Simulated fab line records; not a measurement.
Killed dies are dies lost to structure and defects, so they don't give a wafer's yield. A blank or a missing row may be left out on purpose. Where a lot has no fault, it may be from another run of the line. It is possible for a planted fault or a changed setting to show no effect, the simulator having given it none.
Which tool is to blame? | flow n5 finfet | Sampling: 24 lots, 72 wafers, 6 of 1938 route steps

WHAT THE GAUGES READ, wafer by wafer
No reading from a measuring or inspecting step in the record can be judged against a usual standard deviation.

WHICH TOOL RAN EACH LOT (tool, then ch and the chambers of the sampled wafers, then the start)
lot  | N5_BEOL_M4_STRIP_19                | N5_BEOL_M4_ANNEAL_89         | N5_BEOL_M4_PRE_CLEAN_60          | N5_BEOL_M5_STRIP_64                | N5_BEOL_M5_DESCUM_33               | N5_BEOL_M5_ANNEAL_82
L074 | rie diel-05 ch 0,1,3, day 8 06:15  | pvd sputter-02, day 8 10:59  | cvd co-02 ch 0,1,2, day 8 12:36  | rie diel-06 ch 1,2,3, day 8 16:35  | rie diel-01 ch 0,2,3, day 8 17:40  | pvd sputter-02, day 8 21:53
L075 | rie diel-04 ch 0,1, day 8 06:32    | pvd sputter-02, day 8 16:36  | cvd co-02 ch 1,2, day 8 18:28    | rie diel-06 ch 0,1,3, day 8 21:22  | rie diel-01 ch 0,1, day 9 03:34    | pvd sputter-03, day 9 06:35
L076 | rie diel-05 ch 0,1,2, day 8 07:00  | pvd sputter-02, day 8 18:29  | cvd co-01 ch 1,2, day 8 20:06    | rie diel-06 ch 0,1,2, day 8 22:45  | rie diel-03 ch 0,2,3, day 9 03:47  | pvd sputter-01, day 9 07:51
L077 | rie diel-05 ch 0,1,3, day 8 16:25  | pvd sputter-01, day 9 16:20  | cvd co-02 ch 0,2, day 9 17:58    | rie diel-01 ch 2,3, day 9 22:32    | rie diel-01 ch 1,2,3, day 9 23:15  | pvd sputter-03, day 10 02:56
L078 | rie diel-05 ch 2,3, day 8 16:40    | pvd sputter-03, day 9 18:47  | cvd co-01 ch 0,1, day 9 20:46    | rie diel-03 ch 1,2, day 10 00:16   | rie diel-01 ch 1,2, day 10 02:22   | pvd sputter-01, day 10 09:23
L079 | rie diel-05 ch 0,1,3, day 8 20:24  | pvd sputter-01, day 9 14:29  | cvd co-02 ch 0,1, day 9 16:07    | rie diel-01 ch 1,2, day 9 19:14    | rie diel-03 ch 0,1, day 9 22:09    | pvd sputter-01, day 10 01:08
L080 | rie diel-04 ch 0,1,2, day 9 17:42  | pvd sputter-02, day 10 12:44 | cvd co-01 ch 0,1, day 10 14:34   | rie diel-03 ch 0,1,2, day 10 18:56 | rie diel-03 ch 0,1, day 10 22:30   | pvd sputter-01, day 11 01:45
L081 | rie diel-05 ch 0,3, day 9 19:01    | pvd sputter-01, day 10 22:01 | cvd co-01 ch 1,2, day 10 23:39   | rie diel-03 ch 0,3, day 11 03:36   | rie diel-03 ch 0,1, day 11 04:55   | pvd sputter-03, day 11 09:18
L082 | rie diel-04 ch 0,1,3, day 10 04:58 | pvd sputter-02, day 10 20:20 | cvd co-02 ch 1,2, day 10 22:07   | rie diel-03 ch 0,3, day 11 02:52   | rie diel-06 ch 0,2,3, day 11 04:56 | pvd sputter-02, day 11 08:41
L084 | rie diel-05 ch 0,1,2, day 10 18:26 | pvd sputter-02, day 11 05:45 | cvd co-01 ch 0,2, day 11 07:22   | rie diel-03 ch 0,2, day 11 11:27   | rie diel-01 ch 0,1,3, day 11 12:26 | pvd sputter-02, day 11 15:18
L085 | rie diel-04 ch 0,1, day 10 18:52   | pvd sputter-03, day 12 00:23 | cvd co-02 ch 0,1,2, day 12 02:00 | rie diel-06 ch 0,3, day 12 06:54   | rie diel-01 ch 0,3, day 12 10:01   | pvd sputter-01, day 12 13:56
L086 | rie diel-05 ch 0,1, day 10 19:10   | pvd sputter-01, day 11 07:13 | cvd co-01 ch 1,2, day 11 08:53   | rie diel-06 ch 1,2,3, day 11 12:16 | rie diel-06 ch 1,2,3, day 11 16:22 | pvd sputter-03, day 11 19:59
L083 | rie diel-02 ch 2,3, day 10 20:08   | pvd sputter-01, day 12 01:10 | cvd co-01 ch 0,1, day 12 02:48   | rie diel-03 ch 0,1,3, day 12 07:11 | rie diel-03 ch 0,1,2, day 12 10:12 | pvd sputter-03, day 12 14:34
L088 | rie diel-02 ch 0,3, day 11 08:58   | pvd sputter-03, day 12 06:00 | cvd co-01 ch 1,2, day 12 07:40   | rie diel-06 ch 0,2, day 12 11:11   | rie diel-03 ch 0,1, day 12 12:44   | pvd sputter-02, day 12 18:24
L087 | rie diel-02 ch 1,2,3, day 11 11:45 | pvd sputter-01, day 12 08:54 | cvd co-02 ch 0,1,2, day 12 10:37 | rie diel-03 ch 0,1,2, day 12 14:25 | rie diel-03 ch 0,1, day 12 16:15   | pvd sputter-03, day 12 19:35
L090 | rie diel-05 ch 0,1, day 11 22:36   | pvd sputter-01, day 12 10:44 | cvd co-01 ch 0,1,2, day 12 12:22 | rie diel-03 ch 1,2, day 12 17:37   | rie diel-06 ch 0,1,2, day 12 22:54 | pvd sputter-03, day 13 01:49
L089 | rie diel-05 ch 0,2,3, day 12 00:33 | pvd sputter-03, day 12 12:12 | cvd co-01 ch 0,1,2, day 12 13:49 | rie diel-01 ch 1,2,3, day 12 18:07 | rie diel-01 ch 2,3, day 12 22:37   | pvd sputter-02, day 13 01:33
L091 | rie diel-04 ch 0,2,3, day 12 11:55 | pvd sputter-02, day 13 12:29 | cvd co-02 ch 0,1,2, day 13 14:12 | rie diel-03 ch 0,2, day 13 18:04   | rie diel-01 ch 1,3, day 13 19:34   | pvd sputter-03, day 13 22:48
L092 | rie diel-02 ch 0,1,2, day 12 17:40 | pvd sputter-03, day 13 12:13 | cvd co-01 ch 1,2, day 13 13:57   | rie diel-06 ch 1,2,3, day 13 17:23 | rie diel-01 ch 0,1, day 13 19:06   | pvd sputter-01, day 13 22:05
L093 | rie diel-05 ch 0,1,3, day 13 06:32 | pvd sputter-03, day 13 15:17 | cvd co-01 ch 0,1,2, day 13 16:59 | rie diel-01 ch 0,1,3, day 13 20:36 | rie diel-01 ch 0,3, day 13 21:22   | pvd sputter-02, day 14 01:54
L094 | rie diel-05 ch 0,1,3, day 13 07:04 | pvd sputter-02, day 13 15:27 | cvd co-01 ch 0,1, day 13 17:12   | rie diel-01 ch 1,3, day 13 20:53   | rie diel-06 ch 0,1,3, day 14 00:59 | pvd sputter-01, day 14 04:34
L095 | rie diel-02 ch 0,1,2, day 13 14:07 | pvd sputter-02, day 13 23:32 | cvd co-02 ch 1,2, day 14 01:10   | rie diel-01 ch 1,3, day 14 06:26   | rie diel-01 ch 0,1,3, day 14 07:14 | pvd sputter-03, day 14 10:26
L096 | rie diel-04 ch 0,1,3, day 13 14:10 | pvd sputter-01, day 14 15:39 | cvd co-02 ch 0,1,2, day 14 19:40 | rie diel-01 ch 0,2,3, day 15 00:00 | rie diel-03 ch 1,2,3, day 15 03:02 | pvd sputter-01, day 15 05:47
L097 | rie diel-05 ch 0,2, day 14 01:25   | pvd sputter-01, day 14 19:25 | cvd co-02 ch 1,2, day 14 22:22   | rie diel-06 ch 0,2, day 15 03:20   | rie diel-06 ch 0,1, day 15 07:20   | pvd sputter-01, day 15 10:44
- N5_BEOL_M4_STRIP_19: strips in O2.
- N5_BEOL_M4_ANNEAL_89: time 240 s.
- N5_BEOL_M4_PRE_CLEAN_60: time 15 s.
- N5_BEOL_M5_STRIP_64: strips in CF4.
- N5_BEOL_M5_DESCUM_33: chemistry O2, time 7 s.
- N5_BEOL_M5_ANNEAL_82: time 1800 s.

AS READ BY THE TOOLS THEMSELVES (means over the sampled wafers that have a number; for cases with no such wafer, the mark the record gives instead)
N5_BEOL_M4_STRIP_19. Usual: drypump motor current A 5.8 A, standard deviation 0.36; oes product au 0.80 a.u., standard deviation 0.084; rf vpp V 3.6 V, standard deviation 0.46; showerhead plenum p Torr 2.12 Torr, standard deviation 0.11; temp c 40.00 C, standard deviation 0.13; throttle valve pct 16.61 %, standard deviation 0.15.
lot  | tool        | drypump motor current A (A) | oes product au (a.u.) | rf vpp V (V) | showerhead plenum p Torr (Torr) | temp c (C) | throttle valve pct (%) | flag
L074 | rie diel-05 | 5.7                         | 0.74                  | 3.9          | 2.09                            | 40.02      | 16.73                  |
L075 | rie diel-04 | 6.2                         | 0.78                  | 3.9          | 2.07                            | 39.98      | 16.50                  |
L076 | rie diel-05 | 5.6                         | 0.81                  | 3.3          | 2.11                            | 39.90      | 16.58                  |
L077 | rie diel-05 | 5.7                         | 0.73                  | 3.9          | 2.09                            | 40.09      | 16.73                  |
L078 | rie diel-05 | 6.1                         | 0.77                  | 3.4          | 2.19                            | 39.93      | 16.79                  |
L079 | rie diel-05 | 5.7                         | 0.73                  | 3.6          | 2.09                            | 39.92      | 16.74                  |
L080 | rie diel-04 | 6.2                         | 0.82                  | 3.9          | 2.08                            | 40.12      | 16.59                  |
L081 | rie diel-05 | 5.8                         | 0.73                  | 3.2          | 2.17                            | 40.17      | 16.67                  |
L082 | rie diel-04 | 6.1                         | 0.77                  | 4.0          | 2.10                            | 40.00      | 16.56                  |
L084 | rie diel-05 | 5.6                         | 0.78                  | 3.5          | 2.11                            | 39.99      | 16.62                  |
L085 | rie diel-04 | 6.3                         | 0.81                  | 3.4          | 2.14                            | 39.99      | 16.50                  |
L086 | rie diel-05 | 5.5                         | 0.75                  | 3.8          | 2.00                            | 40.16      | 16.71                  |
L083 | rie diel-02 | 6.1                         | 0.80                  | 3.0          | 2.12                            | 39.96      | 16.50                  |
L088 | rie diel-02 | 5.7                         | 0.75                  | 3.7          | 2.18                            | 40.02      | 16.51                  |
L087 | rie diel-02 | 5.9                         | 0.82                  | 4.0          | 2.14                            | 39.92      | 16.53                  |
L090 | rie diel-05 | 5.4                         | 0.74                  | 3.7          | 2.00                            | 39.88      | 16.72                  |
L089 | rie diel-05 | 5.9                         | 0.85                  | 3.6          | 2.18                            | 39.95      | 16.54                  |
L091 | rie diel-04 | 6.1                         | 0.79                  | 3.7          | 2.10                            | 40.00      | 16.66                  |
L092 | rie diel-02 | 5.7                         | 0.84                  | 3.3          | 2.15                            | 40.05      | 16.50                  |
L093 | rie diel-05 | 5.7                         | 0.79                  | 3.5          | 2.08                            | 39.95      | 16.63                  |
L094 | rie diel-05 | 5.7                         | 0.79                  | 3.8          | 2.08                            | 39.89      | 16.64                  |
L095 | rie diel-02 | 5.7                         | 0.82                  | 3.6          | 2.15                            | 40.07      | 16.50                  |
L096 | rie diel-04 | 6.2                         | 0.84                  | 3.4          | 2.17                            | 40.06      | 16.46                  |
L097 | rie diel-05 | 5.7                         | 0.80                  | 3.7          | 2.20                            | 39.94      | 16.59                  |

N5_BEOL_M4_ANNEAL_89. Usual: 813 W for heater power w, sd 78.
lot  | tool           | heater power w (W) | flag
L074 | pvd sputter-02 | 897                |
L075 | pvd sputter-02 | 820                |
L076 | pvd sputter-02 | 757                |
L077 | pvd sputter-01 | 788                |
L078 | pvd sputter-03 | 782                |
L079 | pvd sputter-01 | 803                |
L080 | pvd sputter-02 | 846                |
L081 | pvd sputter-01 | 810                |
L082 | pvd sputter-02 | 778                |
L084 | pvd sputter-02 | 907                |
L085 | pvd sputter-03 | 820                |
L086 | pvd sputter-01 | 765                |
L083 | pvd sputter-01 | 772                |
L088 | pvd sputter-03 | 772                |
L087 | pvd sputter-01 | 821                |
L090 | pvd sputter-01 | 826                |
L089 | pvd sputter-03 | 773                |
L091 | pvd sputter-02 | 871                |
L092 | pvd sputter-03 | 739                |
L093 | pvd sputter-03 | 805                |
L094 | pvd sputter-02 | 829                |
L095 | pvd sputter-02 | 765                |
L096 | pvd sputter-01 | 803                |
L097 | pvd sputter-01 | 847                |

N5_BEOL_M4_PRE_CLEAN_60. Usual: 88 W for heater power w, sd 24.
lot  | tool      | heater power w (W) | flag
L074 | cvd co-02 | 81                 |
L075 | cvd co-02 | 83                 |
L076 | cvd co-01 | 104                |
L077 | cvd co-02 | 66                 |
L078 | cvd co-01 | 71                 |
L079 | cvd co-02 | 94                 |
L080 | cvd co-01 | 72                 |
L081 | cvd co-01 | 104                |
L082 | cvd co-02 | 83                 |
L084 | cvd co-01 | 104                |
L085 | cvd co-02 | 83                 |
L086 | cvd co-01 | 105                |
L083 | cvd co-01 | 72                 |
L088 | cvd co-01 | 114                |
L087 | cvd co-02 | 81                 |
L090 | cvd co-01 | 94                 |
L089 | cvd co-01 | 94                 |
L091 | cvd co-02 | 82                 |
L092 | cvd co-01 | 104                |
L093 | cvd co-01 | 94                 |
L094 | cvd co-01 | 81                 |
L095 | cvd co-02 | 71                 |
L096 | cvd co-02 | 82                 |
L097 | cvd co-02 | 71                 |

N5_BEOL_M5_STRIP_64. Usual: bias power w 74.98 W, standard deviation 0.24; drypump motor current A 5.52 A, standard deviation 0.29; oes product au 0.75 a.u., standard deviation 0.063; rf vpp V 270.8 V, standard deviation 1.6; showerhead plenum p Torr 1.77 Torr, standard deviation 0.061; throttle valve pct 13.56 %, standard deviation 0.25.
lot  | tool        | bias power w (W) | drypump motor current A (A) | oes product au (a.u.) | rf vpp V (V) | showerhead plenum p Torr (Torr) | throttle valve pct (%) | flag
L074 | rie diel-06 | 75.02            | 5.68                        | 0.79                  | 271.4        | 1.81                            | 13.40                  |
L075 | rie diel-06 | 74.93            | 5.49                        | 0.82                  | 271.2        | 1.79                            | 13.37                  |
L076 | rie diel-06 | 74.93            | 5.78                        | 0.84                  | 273.0        | 1.84                            | 13.26                  |
L077 | rie diel-01 | 75.02            | 5.67                        | 0.72                  | 270.2        | 1.76                            | 13.65                  |
L078 | rie diel-03 | 75.07            | 5.27                        | 0.74                  | 270.7        | 1.75                            | 13.82                  |
L079 | rie diel-01 | 74.80            | 5.64                        | 0.70                  | 271.4        | 1.79                            | 13.79                  |
L080 | rie diel-03 | 74.89            | 5.36                        | 0.73                  | 269.0        | 1.74                            | 13.67                  |
L081 | rie diel-03 | 74.98            | 5.61                        | 0.70                  | 270.6        | 1.77                            | 13.70                  |
L082 | rie diel-03 | 74.83            | 5.65                        | 0.70                  | 270.4        | 1.77                            | 13.83                  |
L084 | rie diel-03 | 75.20            | 5.46                        | 0.71                  | 270.7        | 1.77                            | 13.75                  |
L085 | rie diel-06 | 74.96            | 5.33                        | 0.78                  | 270.2        | 1.77                            | 13.44                  |
L086 | rie diel-06 | 74.82            | 5.67                        | 0.77                  | 270.9        | 1.80                            | 13.45                  |
L083 | rie diel-03 | 75.00            | 5.49                        | 0.71                  | 269.0        | 1.73                            | 13.66                  |
L088 | rie diel-06 | 75.02            | 5.62                        | 0.81                  | 272.1        | 1.83                            | 13.32                  |
L087 | rie diel-03 | 74.80            | 5.35                        | 0.72                  | 270.2        | 1.73                            | 13.70                  |
L090 | rie diel-03 | 74.99            | 5.23                        | 0.73                  | 269.6        | 1.69                            | 13.65                  |
L089 | rie diel-01 | 75.13            | 5.64                        | 0.70                  | 270.5        | 1.78                            | 13.67                  |
L091 | rie diel-03 | 74.81            | 5.43                        | 0.70                  | 270.7        | 1.77                            | 13.80                  |
L092 | rie diel-06 | 74.93            | 5.67                        | 0.76                  | 270.6        | 1.80                            | 13.48                  |
L093 | rie diel-01 | 75.15            | 5.44                        | 0.73                  | 271.6        | 1.79                            | 13.66                  |
L094 | rie diel-01 | 75.03            | 5.60                        | 0.70                  | 271.9        | 1.80                            | 13.68                  |
L095 | rie diel-01 | 75.04            | 5.64                        | 0.71                  | 270.7        | 1.76                            | 13.55                  |
L096 | rie diel-01 | 74.89            | 5.47                        | 0.82                  | 270.6        | 1.76                            | 13.50                  |
L097 | rie diel-06 | 75.08            | 5.62                        | 0.78                  | 272.0        | 1.83                            | 13.37                  |

N5_BEOL_M5_DESCUM_33. Usual: bias power w is 20.01 W with standard deviation 0.057, drypump motor current A is 5.49 A with standard deviation 0.28, oes product au is 0.75 a.u. with standard deviation 0.059, rf vpp V is 242.7 V with standard deviation 1.5, showerhead plenum p Torr is 2.07 Torr with standard deviation 0.079, temp c is 40.00 C with standard deviation 0.11, and throttle valve pct is 20.41 % with standard deviation 0.27.
lot  | tool        | bias power w (W) | drypump motor current A (A) | oes product au (a.u.) | rf vpp V (V) | showerhead plenum p Torr (Torr) | temp c (C) | throttle valve pct (%) | flag
L074 | rie diel-01 | 19.93            | 5.47                        | 0.77                  | 242.4        | 2.07                            | 40.04      | 20.43                  |
L075 | rie diel-01 | 19.99            | 5.41                        | 0.75                  | 243.9        | 2.15                            | 40.07      | 20.53                  |
L076 | rie diel-03 | 20.00            | 5.51                        | 0.72                  | 242.7        | 2.08                            | 39.99      | 20.64                  |
L077 | rie diel-01 | 20.03            | 5.65                        | 0.72                  | 242.4        | 2.08                            | 39.94      | 20.40                  |
L078 | rie diel-01 | 20.04            | 5.61                        | 0.71                  | 244.0        | 2.13                            | 40.05      | 20.53                  |
L079 | rie diel-03 | 19.95            | 5.36                        | 0.76                  | 241.0        | 1.97                            | 39.98      | 20.19                  |
L080 | rie diel-03 | 20.01            | 5.35                        | 0.74                  | 240.9        | 1.97                            | 39.93      | 20.20                  |
L081 | rie diel-03 | 19.98            | 5.32                        | 0.74                  | 241.3        | 1.97                            | 40.08      | 20.19                  |
L082 | rie diel-06 | 20.01            | 5.50                        | 0.78                  | 243.0        | 2.10                            | 40.02      | 20.27                  |
L084 | rie diel-01 | 20.00            | 5.45                        | 0.75                  | 242.5        | 2.09                            | 39.98      | 20.41                  |
L085 | rie diel-01 | 19.96            | 5.26                        | 0.78                  | 242.8        | 2.07                            | 39.82      | 20.46                  |
L086 | rie diel-06 | 20.01            | 5.65                        | 0.78                  | 243.1        | 2.10                            | 40.02      | 20.26                  |
L083 | rie diel-03 | 20.03            | 5.38                        | 0.72                  | 241.6        | 2.02                            | 40.01      | 20.48                  |
L088 | rie diel-03 | 19.96            | 5.43                        | 0.72                  | 241.7        | 2.01                            | 40.05      | 20.26                  |
L087 | rie diel-03 | 20.05            | 5.34                        | 0.73                  | 241.5        | 1.96                            | 39.89      | 20.22                  |
L090 | rie diel-06 | 20.02            | 5.81                        | 0.82                  | 243.2        | 2.14                            | 39.92      | 20.16                  |
L089 | rie diel-01 | 20.00            | 5.68                        | 0.71                  | 241.5        | 2.04                            | 39.98      | 20.46                  |
L091 | rie diel-01 | 20.00            | 5.62                        | 0.70                  | 242.8        | 2.10                            | 40.04      | 20.40                  |
L092 | rie diel-01 | 20.07            | 5.42                        | 0.72                  | 244.4        | 2.14                            | 39.99      | 20.57                  |
L093 | rie diel-01 | 20.02            | 5.47                        | 0.75                  | 242.3        | 2.04                            | 40.08      | 20.30                  |
L094 | rie diel-06 | 19.98            | 5.50                        | 0.79                  | 243.0        | 2.07                            | 40.14      | 20.29                  |
L095 | rie diel-01 | 19.96            | 5.42                        | 0.73                  | 243.3        | 2.08                            | 40.01      | 20.43                  |
L096 | rie diel-03 | 20.01            | 5.41                        | 0.79                  | 241.7        | 2.01                            | 40.01      | 20.54                  |
L097 | rie diel-06 | 20.06            | 5.63                        | 0.82                  | 243.2        | 2.12                            | 39.91      | 20.21                  |

N5_BEOL_M5_ANNEAL_82. Usual: 815 W for heater power w, sd 75.
lot  | tool           | heater power w (W) | flag
L074 | pvd sputter-02 | 904                |
L075 | pvd sputter-03 | 799                |
L076 | pvd sputter-01 | 760                |
L077 | pvd sputter-03 | 776                |
L078 | pvd sputter-01 | 825                |
L079 | pvd sputter-01 | 822                |
L080 | pvd sputter-01 | 774                |
L081 | pvd sputter-03 | 776                |
L082 | pvd sputter-02 | 841                |
L084 | pvd sputter-02 | 858                |
L085 | pvd sputter-01 | 819                |
L086 | pvd sputter-03 | 785                |
L083 | pvd sputter-03 | 841                |
L088 | pvd sputter-02 | 845                |
L087 | pvd sputter-03 | 784                |
L090 | pvd sputter-03 | 771                |
L089 | pvd sputter-02 | 842                |
L091 | pvd sputter-03 | 815                |
L092 | pvd sputter-01 | 845                |
L093 | pvd sputter-02 | 835                |
L094 | pvd sputter-01 | 807                |
L095 | pvd sputter-03 | 847                |
L096 | pvd sputter-01 | 819                |
L097 | pvd sputter-01 | 811                |

THE ANSWER, worked out from the rows above alone
Rule: lot off if the mean of its wafers having a number is beyond 3 standard deviations from the usual mean. Also off: a lot with no number at a reading for which 4 or more lots have one. Any other lot the step has rows for is counted as sound. Order of review: gauges by route order, followed by the tools' own readings, for which a lot's mean as printed above is used. The first step at which some lot is off is used, and at that step the reading that is off furthest; a lot without a number counts as furthest.
None of the lots is off at any reading shown; this tells nothing.

WHAT THE SIMULATOR HAD INSERTED
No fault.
